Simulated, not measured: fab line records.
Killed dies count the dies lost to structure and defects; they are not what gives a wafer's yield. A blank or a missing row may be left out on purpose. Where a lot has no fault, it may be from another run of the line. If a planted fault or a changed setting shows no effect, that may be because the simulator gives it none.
What tool caused it? :: flow nand harc :: Sampling: 13 lots, 39 wafers, 4 of 1302 route steps

WHAT THE GAUGES READ, wafer by wafer
NHARC_END_SORT_01. Usual: killed at array 57, standard deviation 20; killed at other 1.0, standard deviation 1.5; killed at periphery 3.5, standard deviation 2.5; killed dies 62, standard deviation 21; killed open 3.5, standard deviation 1.9; killed short 2.4, standard deviation 1.6.
lot: L730
measured: day 27 21:34
on: prober-01
killed at array: 124 156 146
killed at other: 0 0 4
killed at periphery: 3 2 2
killed dies: 127 158 152
killed open: 4 2 5
killed short: 1 3 0
flag: OFF

WHAT TOOL EACH LOT RAN ON (gives the tool, then ch and the chambers of the sampled wafers, and finally the start)
lot: L724
NHARC_A_CHANNEL_FILL_D2_ALD_02: ald hk-03 ch 0,1, day 13 18:41
NHARC_THIN_TSV_PRE_CLEAN_50: pvd sputter-02, no start
NHARC_THIN_TSV_PVD_51: pvd sputter-02, no start

lot: L725
NHARC_A_CHANNEL_FILL_D2_ALD_02: ald hk-01 ch 0,2,3, day 14 15:28
NHARC_THIN_TSV_PRE_CLEAN_50: pvd sputter-02, no start
NHARC_THIN_TSV_PVD_51: pvd sputter-02, no start

lot: L726
NHARC_A_CHANNEL_FILL_D2_ALD_02: ald hk-03 ch 0,3, day 15 01:28
NHARC_THIN_TSV_PRE_CLEAN_50: pvd sputter-02, no start
NHARC_THIN_TSV_PVD_51: pvd sputter-02, no start

lot: L727
NHARC_A_CHANNEL_FILL_D2_ALD_02: ald hk-04 ch 0,1,3, day 15 21:10
NHARC_THIN_TSV_PRE_CLEAN_50: pvd sputter-03, no start
NHARC_THIN_TSV_PVD_51: pvd sputter-03, no start

lot: L730
NHARC_A_CHANNEL_FILL_D2_ALD_02: ald hk-04 ch 0,2,3, day 16 21:29
NHARC_THIN_TSV_PRE_CLEAN_50: pvd sputter-03, day 27 21:34 or earlier
NHARC_THIN_TSV_PVD_51: pvd sputter-03, day 27 21:34 or earlier

lot: L731
NHARC_A_CHANNEL_FILL_D2_ALD_02: ald hk-03 ch 1,2,3, day 17 16:00
NHARC_THIN_TSV_PRE_CLEAN_50: pvd sputter-03, no start
NHARC_THIN_TSV_PVD_51: pvd sputter-03, no start

lot: L739
NHARC_A_CHANNEL_FILL_D2_ALD_02: ald hk-03 ch 0,2, day 21 05:25
NHARC_THIN_TSV_PRE_CLEAN_50: pvd sputter-03, no start
NHARC_THIN_TSV_PVD_51: pvd sputter-03, no start

lot: L740
NHARC_A_CHANNEL_FILL_D2_ALD_02: ald hk-01 ch 1,2,3, day 21 10:56
NHARC_THIN_TSV_PRE_CLEAN_50: pvd sputter-03, no start
NHARC_THIN_TSV_PVD_51: pvd sputter-03, no start

lot: L742
NHARC_A_CHANNEL_FILL_D2_ALD_02: ald hk-03 ch 0,1,2, day 21 20:15
NHARC_THIN_TSV_PRE_CLEAN_50: pvd sputter-03, no start
NHARC_THIN_TSV_PVD_51: pvd sputter-03, no start

lot: L741
NHARC_A_CHANNEL_FILL_D2_ALD_02: ald hk-03 ch 0,1, day 21 22:41
NHARC_THIN_TSV_PRE_CLEAN_50: pvd sputter-03, no start
NHARC_THIN_TSV_PVD_51: pvd sputter-03, no start

lot: L743
NHARC_A_CHANNEL_FILL_D2_ALD_02: ald hk-04 ch 0,2,3, day 22 16:46
NHARC_THIN_TSV_PRE_CLEAN_50: pvd sputter-03, no start
NHARC_THIN_TSV_PVD_51: pvd sputter-03, no start

lot: L745
NHARC_A_CHANNEL_FILL_D2_ALD_02: ald hk-01 ch 1,2, day 23 00:23
NHARC_THIN_TSV_PRE_CLEAN_50: pvd sputter-02, no start
NHARC_THIN_TSV_PVD_51: pvd sputter-02, no start

lot: L744
NHARC_A_CHANNEL_FILL_D2_ALD_02: ald hk-04 ch 1,2,3, day 23 01:01
NHARC_THIN_TSV_PRE_CLEAN_50: pvd sputter-02, no start
NHARC_THIN_TSV_PVD_51: pvd sputter-02, no start
- NHARC_A_CHANNEL_FILL_D2_ALD_02: deposits SiO2, target thk 6 nm, pulse time 10 s, ald cycles 60.
- NHARC_THIN_TSV_PRE_CLEAN_50: time 30 s.
- NHARC_THIN_TSV_PVD_51: deposits Cu, target thk 100 nm.

AS READ BY THE TOOLS THEMSELVES (means over the sampled wafers that have a number; for cases with no such wafer, the mark the record gives instead)
NHARC_A_CHANNEL_FILL_D2_ALD_02. Usual: heater power w 470 W, standard deviation 44; precursor pulse height rel 1.000, standard deviation 0.02.
lot: L724
tool: ald hk-03
heater power w (W): 450
precursor pulse height rel: 0.992
flag: 

lot: L725
tool: ald hk-01
heater power w (W): 495
precursor pulse height rel: 1.019
flag: 

lot: L726
tool: ald hk-03
heater power w (W): 468
precursor pulse height rel: 0.995
flag: 

lot: L727
tool: ald hk-04
heater power w (W): 471
precursor pulse height rel: 1.010
flag: 

lot: L730
tool: ald hk-04
heater power w (W): 454
precursor pulse height rel: 0.987
flag: 

lot: L731
tool: ald hk-03
heater power w (W): 455
precursor pulse height rel: 0.997
flag: 

lot: L739
tool: ald hk-03
heater power w (W): 439
precursor pulse height rel: 1.010
flag: 

lot: L740
tool: ald hk-01
heater power w (W): 516
precursor pulse height rel: 1.021
flag: 

lot: L742
tool: ald hk-03
heater power w (W): 449
precursor pulse height rel: 0.988
flag: 

lot: L741
tool: ald hk-03
heater power w (W): 465
precursor pulse height rel: 0.996
flag: 

lot: L743
tool: ald hk-04
heater power w (W): 464
precursor pulse height rel: 1.007
flag: 

lot: L745
tool: ald hk-01
heater power w (W): 527
precursor pulse height rel: 0.989
flag: 

lot: L744
tool: ald hk-04
heater power w (W): 432
precursor pulse height rel: 0.990
flag: 

NHARC_THIN_TSV_PRE_CLEAN_50. Usual: heater power w 415 W, standard deviation 46.
lot: L724
tool: pvd sputter-02
heater power w (W): 420
flag: 

lot: L725
tool: pvd sputter-02
heater power w (W): 391
flag: 

lot: L726
tool: pvd sputter-02
heater power w (W): 391
flag: 

lot: L727
tool: pvd sputter-03
heater power w (W): 458
flag: 

lot: L730
tool: pvd sputter-03
heater power w (W): 415
flag: 

lot: L731
tool: pvd sputter-03
heater power w (W): 455
flag: 

lot: L739
tool: pvd sputter-03
heater power w (W): 422
flag: 

lot: L740
tool: pvd sputter-03
heater power w (W): 450
flag: 

lot: L742
tool: pvd sputter-03
heater power w (W): 414
flag: 

lot: L741
tool: pvd sputter-03
heater power w (W): 411
flag: 

lot: L743
tool: pvd sputter-03
heater power w (W): 484
flag: 

lot: L745
tool: pvd sputter-02
heater power w (W): 368
flag: 

lot: L744
tool: pvd sputter-02
heater power w (W): 385
flag: 

NHARC_THIN_TSV_PVD_51. Usual: throttle valve pct 29.6 %, standard deviation 0.82.
lot: L724
tool: pvd sputter-02
throttle valve pct (%): 30.7
flag: 

lot: L725
tool: pvd sputter-02
throttle valve pct (%): 29.1
flag: 

lot: L726
tool: pvd sputter-02
throttle valve pct (%): 29.2
flag: 

lot: L727
tool: pvd sputter-03
throttle valve pct (%): 29.6
flag: 

lot: L730
tool: pvd sputter-03
throttle valve pct (%): 29.9
flag: 

lot: L731
tool: pvd sputter-03
throttle valve pct (%): 29.7
flag: 

lot: L739
tool: pvd sputter-03
throttle valve pct (%): 28.9
flag: 

lot: L740
tool: pvd sputter-03
throttle valve pct (%): 29.5
flag: 

lot: L742
tool: pvd sputter-03
throttle valve pct (%): 29.3
flag: 

lot: L741
tool: pvd sputter-03
throttle valve pct (%): 29.5
flag: 

lot: L743
tool: pvd sputter-03
throttle valve pct (%): 28.8
flag: 

lot: L745
tool: pvd sputter-02
throttle valve pct (%): 29.6
flag: 

lot: L744
tool: pvd sputter-02
throttle valve pct (%): 29.2
flag: 

THE ANSWER, worked out from the rows above alone
Rule: a lot counts as off when the mean over its wafers that have a number is more than 3 standard deviations away from the usual mean. A lot without any number at a reading at which 4 lots or more have one is off too. Any other lot the step has rows for is counted as sound. After the gauges, taken in route order, come the tools' own readings; for these a lot's mean is taken, as printed above. The first step at which some lot is off is used, and at that step the reading that is off furthest; a lot without a number counts as furthest.
Off: L730, at NHARC_END_SORT_01 (killed at array). Neither off nor sound, because the step has no rows for them: L724, L725, L726, L727, L731, L739, L740, L742, L741, L743, L745, L744.
If a tool, at a process step before that reading, ran all the lots that are off and no sound lot after the first of them, it fits. The gauges at NHARC_END_SORT_01 are tried like those tools. NHARC_THIN_TSV_PRE_CLEAN_50 gives no start for some lots, so the hours and the order of its lots are those of NHARC_END_SORT_01. NHARC_THIN_TSV_PVD_51 gives no start for some lots, so the hours and the order of its lots are those of NHARC_END_SORT_01. Can't be told from this: 3 tools fit, ald hk-04 at NHARC_A_CHANNEL_FILL_D2_ALD_02, pvd sputter-03 at NHARC_THIN_TSV_PRE_CLEAN_50 and NHARC_THIN_TSV_PVD_51, prober-01 at NHARC_END_SORT_01.

WHAT THE SIMULATOR HAD INSERTED
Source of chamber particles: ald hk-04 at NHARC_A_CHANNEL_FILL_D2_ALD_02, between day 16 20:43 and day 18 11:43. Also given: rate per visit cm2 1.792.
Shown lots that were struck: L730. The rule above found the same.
